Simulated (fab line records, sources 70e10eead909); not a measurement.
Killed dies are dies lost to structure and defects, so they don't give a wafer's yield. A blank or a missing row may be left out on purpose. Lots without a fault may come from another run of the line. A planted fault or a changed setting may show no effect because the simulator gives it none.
fab line records | flow nand_harc
record lots=14 wafers=42 last_day=33
route steps=1302 shown A_ONON_D2@558 THIN_TSV@1267 END@1302
lots that met no fault: from a run of the same line without faults
start_h: hours from the record's first day to the start of the lot's first wafer shown | wait_h: hours since the lot's step before | " the same as in the row above | L1.1+2: a row that stands for several wafers | - no value, or no start given | * or withheld: withheld | < > ~ a bound
route shown NAME@n: a module of which the file shows steps, and the number in the route of the first | usual: mean/standard deviation of fault-free wafers | same: alike in all rows | chamber/n: place in a boat | sites: the reading at each site | _std_site: their standard deviation | _edge_site: outer sites' mean less inner sites' | radius_mm: how far each site lies from the wafer's centre | mask NAME#n: copy n | behind: the tool/chamber that last shaped the wafer | hold: why the lot was held/for how many hours/how that ended | device: the transistor (n, p or np) that didn't switch | end of line: the same wafers' tests at the end of the route | a step without rows: its recipe alone | killed: dies lost to structure and defects at the first sort, not the wafer's yield | map: a wafer's dies, x killed, . not, _ none there
set.NAME: the setting as run; set.NAME@STEP: as run at that earlier step | model.NAME: the simulator's own value behind a step, which no gauge read
steps of the route over a sample of lots; a table a step, a row a wafer
services: from which hour (start_h, from the record's first day; less than 0 if before it) a tool's chamber was out of use, for how many hours, and why
## steps
# step NHARC_A_ONON_D2_DEP_19
# recipe target_thk_a=10000 n2_flow_sccm=2750 n2o_flow_sccm=2000 nh3_flow_sccm=500 sih4_flow_sccm=210 temp_c=400
# columns lot.wafer tool chamber start_h wait_h
L352.2+3+4 pecvd_onon-01 0 290.36 0.1
L353.1+2+5 pecvd_onon-02 0 299.51 0.1
L356.1+2+5 pecvd_onon-04 0 324.82 0.1
L358.1+3+6 pecvd_onon-04 0 343.39 0.1
L359.1+3+5 pecvd_onon-01 0 379.03 0.1
L360.1+2+5 pecvd_onon-04 0 379.05 0.1
L362.3+5+6 pecvd_onon-04 0 384.19 0.2
L363.2+3+6 pecvd_onon-04 0 412.53 0.1
L364.1+5+6 pecvd_onon-02 0 426.70 0.1
L365.4+5+6 pecvd_onon-01 0 426.88 0.2
L367.2+3+6 pecvd_onon-01 0 442.80 0.1
L368.2+3+6 pecvd_onon-04 0 455.04 0.1
L369.1+5+6 pecvd_onon-04 0 470.85 0.1
L374.2+4+5 pecvd_onon-01 0 518.07 0.1
# step NHARC_THIN_TSV_DEP_47
# recipe target_thk_a=2000 temp_c=withheld pressure_torr=6.5 rf_w=900 teos_flow_sccm=161.4 flow_sccm=2650 target_thk_nm=200 gas=O2 material=SiO2
# usual rf_fwd_power_W=897.9/2.7 throttle_valve_pct=15.7/0.45
# columns lot.wafer tool chamber start_h wait_h rf_fwd_power_W throttle_valve_pct
L352.2 pecvd-04 1 563.84 - 902.9 16.1
L352.3 " 2 " " 895.2 16.1
L352.4 " 1 " " 900.8 15.9
L353.1 pecvd-02 0 568.63 - 898.3 16.5
L353.2 " 1 " " 895.6 15.5
L353.5 " 1 " " 900.5 15.4
L356.1 pecvd-03 2 594.84 - 902.3 15.0
L356.2 " 0 " " 896.6 16.2
L356.5 " 0 " " 894.6 15.9
L358.3 pecvd-04 2 605.83 - 900.6 15.9
L358.1 " 0 " " 900.6 15.7
L358.6 " 2 " " 899.8 15.9
L359.3 pecvd-02 2 640.75 - 892.8 15.3
L359.1 " 0 " " 900.7 15.5
L359.5 " 1 " " 901.0 16.2
L360.1 pecvd-04 2 647.98 - 899.9 16.1
L360.2 " 0 " " 896.9 15.1
L360.5 " 1 " " 900.3 15.7
L362.3 pecvd-04 1 656.32 - 899.7 15.5
L362.6 " 1 " " 897.6 15.5
L362.5 " 2 " " 896.1 16.1
L363.2 pecvd-03 0 676.77 - 901.7 16.5
L363.3 " 2 " " 896.7 14.8
L363.6 " 0 " " 896.6 16.1
L364.1 pecvd-04 1 684.76 - 898.4 15.8
L364.5 " 2 " " 895.0 16.2
L364.6 " 0 " " 896.6 15.6
L365.5 pecvd-03 2 699.92 - 900.6 14.7
L365.4 " 0 " " 898.3 15.7
L365.6 " 1 " " 894.5 15.6
L367.2 pecvd-03 1 700.83 - 896.1 15.6
L367.3 " 0 " " 892.6 16.3
L367.6 " 0 " " 895.6 16.2
L368.2 pecvd-03 0 727.38 - 892.8 16.2
L368.3 " 1 " " 896.3 15.7
L368.6 " 2 " " 895.2 15.1
L369.1 pecvd-04 0 732.34 - 894.2 15.7
L369.5 " 2 " " 894.9 16.1
L369.6 " 0 " " 895.8 15.6
L374.2 pecvd-04 0 783.41 - 893.6 15.8
L374.4 " 2 " " 898.0 16.2
L374.5 " 0 " " 898.7 15.7
# step NHARC_THIN_TSV_DEGAS_49
# recipe temp_c=300 time_s=120
# usual heater_power_w=485/53
# columns lot.wafer tool chamber start_h wait_h heater_power_w
L352.4 pvd_sputter-01 - 564.72 0.1 485
L352.2 " - " " 531
L352.3 " - " " 595
L353.2 pvd_sputter-01 - 569.56 0.1 521
L353.1 " - " " 500
L353.5 " - " " 519
L356.1 pvd_sputter-03 - 595.91 0.1 473
L356.2 " - " " 460
L356.5 " - " " 403
L358.3 pvd_sputter-02 - 606.82 0.1 437
L358.1 " - " " 409
L358.6 " - " " 447
L359.3 pvd_sputter-03 - 641.63 0.1 456
L359.1 " - " " 459
L359.5 " - " " 423
L360.2 pvd_sputter-01 - 648.91 0.1 573
L360.1 " - " " 523
L360.5 " - " " 518
L362.3 pvd_sputter-01 - 657.28 0.1 519
L362.5 " - " " 565
L362.6 " - " " 509
L363.2 pvd_sputter-02 - 677.72 0.1 486
L363.3 " - " " 470
L363.6 " - " " 417
L364.1 pvd_sputter-02 - 685.60 0.1 426
L364.5 " - " " 417
L364.6 " - " " 416
L365.4 pvd_sputter-02 - 701.27 0.1 468
L365.5 " - " " 415
L365.6 " - " " 469
L367.2 pvd_sputter-01 - 702.02 0.1 520
L367.3 " - " " 509
L367.6 " - " " 511
L368.2 pvd_sputter-03 - 728.31 0.1 406
L368.3 " - " " 405
L368.6 " - " " 418
L369.1 pvd_sputter-01 - 733.27 0.2 541
L369.5 " - " " 574
L369.6 " - " " 502
L374.4 pvd_sputter-02 - 784.60 0.1 414
L374.2 " - " " 431
L374.5 " - " " 472
# step NHARC_THIN_TSV_PRE_CLEAN_50
# recipe time_s=30 temp_c=280 gas=H2/He
# usual heater_power_w=428/50
# columns lot.wafer tool chamber start_h wait_h heater_power_w
L352.3 pvd_sputter-01 - - - 524
L352.2 " - " " 436
L352.4 " - " " 453
L353.2 pvd_sputter-01 - - - 486
L353.1 " - " " 443
L353.5 " - " " 536
L356.2 pvd_sputter-03 - - - 363
L356.1 " - " " 414
L356.5 " - " " 356
L358.3 pvd_sputter-02 - - - 391
L358.1 " - " " 403
L358.6 " - " " 389
L359.1 pvd_sputter-03 - - - 375
L359.3 " - " " 414
L359.5 " - " " 411
L360.1 pvd_sputter-01 - - - 443
L360.2 " - " " 468
L360.5 " - " " 443
L362.3 pvd_sputter-01 - - - 473
L362.6 " - " " 503
L362.5 " - " " 437
L363.3 pvd_sputter-02 - - - 369
L363.2 " - " " 372
L363.6 " - " " 398
L364.1 pvd_sputter-02 - - - 419
L364.5 " - " " 415
L364.6 " - " " 367
L365.4 pvd_sputter-02 - - - 404
L365.5 " - " " 415
L365.6 " - " " 420
L367.3 pvd_sputter-01 - - - 470
L367.2 " - " " 468
L367.6 " - " " 498
L368.2 pvd_sputter-03 - - - 405
L368.3 " - " " 341
L368.6 " - " " 403
L369.1 pvd_sputter-01 - - - 508
L369.6 " - " " 468
L369.5 " - " " 478
L374.4 pvd_sputter-02 - - - 371
L374.2 " - " " 367
L374.5 " - " " 426
# step NHARC_END_SORT_01
# recipe temp_c=25
# usual killed_at_array=55/20 killed_at_other=0.7/0.96 killed_at_periphery=4.1/2.4 killed_dies=60/20 killed_open=3.3/1.9 killed_short=2.8/1.6
# same gross_dies=677
# columns lot.wafer tool chamber start_h wait_h killed_at_array killed_at_other killed_at_periphery killed_dies killed_open killed_short
L356.1 prober-01 0 607.07 2.5 87 0 1 88 1 3
L356.2 prober-01 0 607.87 2.8 72 0 2 74 0 1
L356.5 prober-01 0 610.26 3.7 79 1 0 80 3 3
L358.1 prober-02 0 621.20 2.5 66 2 5 73 4 4
L358.3 prober-02 0 622.79 3.1 63 0 4 67 5 1
L358.6 prober-02 0 625.18 4.0 52 0 3 55 2 3
L362.3 prober-02 0 672.80 3.1 35 0 6 41 1 2
L362.5 prober-02 0 674.39 3.7 33 3 7 43 3 1
L362.6 prober-02 0 675.18 4.0 35 2 5 42 7 6
L363.2 prober-01 0 690.93 2.8 64 3 5 72 3 1
L363.3 prober-01 0 691.73 3.1 55 1 8 64 2 3
L363.6 prober-01 0 694.14 4.0 62 3 9 74 3 3
L368.2 prober-01 0 741.12 2.8 154 0 7 161 2 2
L368.3 prober-01 0 741.92 3.1 153 0 0 153 3 0
L368.6 prober-01 0 744.32 4.0 172 0 8 180 6 6
L369.1 prober-01 0 748.13 2.5 169 0 1 170 3 2
L369.5 prober-01 0 751.34 3.7 149 0 0 149 1 0
L369.6 prober-01 0 752.14 4.0 175 0 1 176 2 4
# killed by level:class
L356.1 A_CHANNEL_HOLE_D1:chamber_film_flake=29 A_SLIT:chamber_film_flake=29 A_CHANNEL_HOLE_D2:chamber_film_flake=14 A_CONTACT:chamber_film_flake=6 A_STAIRCASE:chamber_film_flake=4 A_CHANNEL_FILL_D1:geometric_particle:short=1 A_ONON_D2:geometric_particle:open=1 A_CHANNEL_FILL_D2:geometric_particle:short=1
L356.2 A_CHANNEL_HOLE_D1:chamber_film_flake=29 A_SLIT:chamber_film_flake=23 A_CHANNEL_HOLE_D2:chamber_film_flake=10 A_CONTACT:chamber_film_flake=6 A_CHANNEL_FILL_D2:chamber_film_flake=2 A_CHANNEL_FILL_D2:geometric_particle:short=1 P_ZERO_WELL:chamber_film_flake=1 P_GATE:chamber_film_flake=1
L356.5 A_CHANNEL_HOLE_D1:chamber_film_flake=27 A_SLIT:chamber_film_flake=21 A_CONTACT:chamber_film_flake=11 A_CHANNEL_HOLE_D2:chamber_film_flake=8 A_STAIRCASE:chamber_film_flake=3 A_CHANNEL_FILL_D1:geometric_particle:short=2 A_ONON_D2:geometric_particle:open=1 A_WL_FILL:geometric_particle:short=1
L358.1 A_CHANNEL_HOLE_D1:chamber_film_flake=27 A_CHANNEL_HOLE_D2:chamber_film_flake=14 A_SGD_CUT:chamber_film_flake=8 A_STAIRCASE:chamber_film_flake=4 A_CONTACT:chamber_film_flake=4 P_CONTACT:geometric_particle:open=2 A_ONON_D1:geometric_particle:short=2 A_DECK1_JOINT:chamber_film_flake=2
L358.3 A_CHANNEL_HOLE_D1:chamber_film_flake=33 A_CHANNEL_HOLE_D2:chamber_film_flake=13 A_STAIRCASE:chamber_film_flake=4 A_CONTACT:chamber_film_flake=4 A_SGD_CUT:chamber_film_flake=3 A_BLC:geometric_particle:open=2 P_GATE:chamber_film_flake=2 P_BONDPAD:chamber_film_flake=2
L358.6 A_CHANNEL_HOLE_D1:chamber_film_flake=32 A_CHANNEL_HOLE_D2:chamber_film_flake=6 A_ZERO_WELL:chamber_film_flake=2 A_STAIRCASE:chamber_film_flake=2 A_SGD_CUT:chamber_film_flake=2 A_CONTACT:chamber_film_flake=2 A_CHANNEL_FILL_D1:geometric_particle:short=1 A_DECK1_JOINT:geometric_particle:short=1
L362.3 A_CHANNEL_HOLE_D2:chamber_film_flake=16 A_CONTACT:chamber_film_flake=5 A_CHANNEL_HOLE_D1:chamber_film_flake=4 A_DECK1_JOINT:chamber_film_flake=3 P_M2:chamber_film_flake=2 A_M1:chamber_film_flake=2 A_ONON_D1:geometric_particle:short=1 A_CHANNEL_HOLE_D1:geometric_particle:open=1
L362.5 A_CHANNEL_HOLE_D2:chamber_film_flake=17 A_CHANNEL_HOLE_D1:chamber_film_flake=4 A_SLIT:chamber_film_flake=4 A_M1:chamber_film_flake=4 THIN_TSV:chamber_film_flake=3 P_CONTACT:geometric_particle:open=2 P_BONDPAD:chamber_film_flake=2 A_ONON_D1:geometric_particle:open=1
L362.6 A_CHANNEL_HOLE_D2:chamber_film_flake=12 A_CHANNEL_HOLE_D1:chamber_film_flake=6 A_SLIT:chamber_film_flake=4 A_CONTACT:chamber_film_flake=3 P_M0:geometric_particle:short=2 A_CHANNEL_FILL_D2:geometric_particle:open=2 THIN_TSV:chamber_film_flake=2 P_GATE:geometric_particle:short=1
L363.2 A_CHANNEL_HOLE_D1:chamber_film_flake=32 A_CONTACT:chamber_film_flake=10 A_SLIT:chamber_film_flake=8 A_WL_FILL:chamber_film_flake=5 P_GATE:chamber_film_flake=4 THIN_TSV:chamber_film_flake=3 A_CHANNEL_FILL_D1:geometric_particle:open=2 A_CHANNEL_HOLE_D2:chamber_film_flake=2
L363.3 A_CHANNEL_HOLE_D1:chamber_film_flake=34 A_CONTACT:chamber_film_flake=8 P_GATE:chamber_film_flake=3 P_CONTACT:chamber_film_flake=3 A_CHANNEL_HOLE_D2:chamber_film_flake=3 A_WL_FILL:chamber_film_flake=3 P_CONTACT:geometric_particle:short=1 A_CHANNEL_FILL_D1:geometric_particle:open=1
L363.6 A_CHANNEL_HOLE_D1:chamber_film_flake=30 A_CONTACT:chamber_film_flake=11 P_CONTACT:chamber_film_flake=5 A_SLIT:chamber_film_flake=5 A_CHANNEL_HOLE_D2:chamber_film_flake=3 A_WL_FILL:chamber_film_flake=3 THIN_TSV:chamber_film_flake=3 A_CHANNEL_FILL_D2:chamber_film_flake=2
L368.2 A_ONON_D2:unspecified=95 A_CHANNEL_HOLE_D1:chamber_film_flake=24 A_CHANNEL_HOLE_D2:chamber_film_flake=20 A_CONTACT:chamber_film_flake=5 A_STAIRCASE:chamber_film_flake=5 P_GATE:chamber_film_flake=3 P_STI:chamber_film_flake=2 P_CONTACT:geometric_particle:short=1
L368.3 A_ONON_D2:unspecified=97 A_CHANNEL_HOLE_D1:chamber_film_flake=26 A_CHANNEL_HOLE_D2:chamber_film_flake=16 A_STAIRCASE:chamber_film_flake=5 A_CONTACT:chamber_film_flake=5 A_SOURCE_PLATE:geometric_particle:open=1 A_DECK1_JOINT:geometric_particle:open=1 A_BLC:geometric_particle:open=1
L368.6 A_ONON_D2:unspecified=94 A_CHANNEL_HOLE_D1:chamber_film_flake=29 A_CHANNEL_HOLE_D2:chamber_film_flake=23 A_STAIRCASE:chamber_film_flake=9 P_GATE:chamber_film_flake=5 P_STI:chamber_film_flake=3 A_DECK1_JOINT:geometric_particle:short=2 A_CHANNEL_FILL_D2:geometric_particle:open=2
L369.1 A_ONON_D2:unspecified=96 A_CHANNEL_HOLE_D1:chamber_film_flake=25 A_CHANNEL_HOLE_D2:chamber_film_flake=21 A_SLIT:chamber_film_flake=15 A_CONTACT:chamber_film_flake=3 A_STAIRCASE:chamber_film_flake=2 A_CHANNEL_FILL_D1:geometric_particle:open=1 A_CHANNEL_HOLE_D2:geometric_particle:short=1
L369.5 A_ONON_D2:unspecified=88 A_CHANNEL_HOLE_D1:chamber_film_flake=25 A_CHANNEL_HOLE_D2:chamber_film_flake=23 A_SLIT:chamber_film_flake=10 A_SGD_CUT:geometric_particle:open=1 A_STAIRCASE:chamber_film_flake=1 A_CONTACT:chamber_film_flake=1
L369.6 A_ONON_D2:unspecified=100 A_CHANNEL_HOLE_D1:chamber_film_flake=25 A_SLIT:chamber_film_flake=25 A_CHANNEL_HOLE_D2:chamber_film_flake=11 A_CONTACT:chamber_film_flake=9 A_M0:geometric_particle:short=2 P_GATE:geometric_particle:open=1 A_SGD_CUT:geometric_particle:short=1
## services
# columns tool chamber start_h hours kind
pecvd-04 - 269.51 13.0 pm
pvd_sputter-02 - 273.81 3.4 repair
pvd_sputter-01 - 275.33 1.6 repair
pvd_sputter-02 - 282.00 10.0 pm
pecvd_onon-04 - 311.28 13.0 pm
pvd_sputter-02 - 364.05 2.9 repair
pvd_sputter-01 - 384.47 2.6 repair
pvd_sputter-01 - 404.00 10.0 pm
pecvd-04 - 450.71 13.0 pm
pvd_sputter-02 - 460.00 10.0 pm
pvd_sputter-01 - 476.75 3.5 repair
pecvd_onon-04 - 492.28 13.0 pm
pecvd-04 - 522.61 1.1 repair
pvd_sputter-01 - 530.60 2.3 repair
pvd_sputter-01 - 535.65 0.8 repair
pecvd-04 2 538.55 2.9 repair
pvd_sputter-01 - 582.00 10.0 pm
pvd_sputter-01 - 606.46 3.1 repair
pecvd-04 - 631.71 13.0 pm
pvd_sputter-02 - 638.02 10.0 pm
pvd_sputter-02 - 658.04 2.0 repair
pvd_sputter-01 - 667.06 2.0 repair
pvd_sputter-02 - 695.14 5.3 repair
pvd_sputter-01 - 760.00 10.0 pm
## key
first_sign step=NHARC_END_SORT_01 reading=killed_at_array direction=up sigmas=5.3 usual=55 struck=162
effect step=NHARC_END_SORT_01 reading=killed_dies direction=up sigmas=5.3 usual=60 struck=165
more_kills_born_at NHARC_A_ONON_D2_DEP_19@pecvd_onon-04=570
met_at NHARC_A_ONON_D2_DEP_19
struck_lots L368,L369
tester_left_out L368,L369
not_acting_at NHARC_THIN_TSV_DEP_47,NHARC_THIN_TSV_DEGAS_49,NHARC_THIN_TSV_PRE_CLEAN_50
onset_between 412.53 455.04
fault kind=chamber_particle_source tool=pecvd_onon-04 chamber=- onset_h=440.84 steps=NHARC_A_ONON_D2_DEP_19 rate_per_visit_cm2=1.644 end_h=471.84
# tester_left_out: of these lots the tester's yield and bins aren't shown, on N5 and GAA mostly nor the transistor test; their killed dies are dies lost to structure and defects alone, not to doping, threshold or leakage, so they don't give the yield
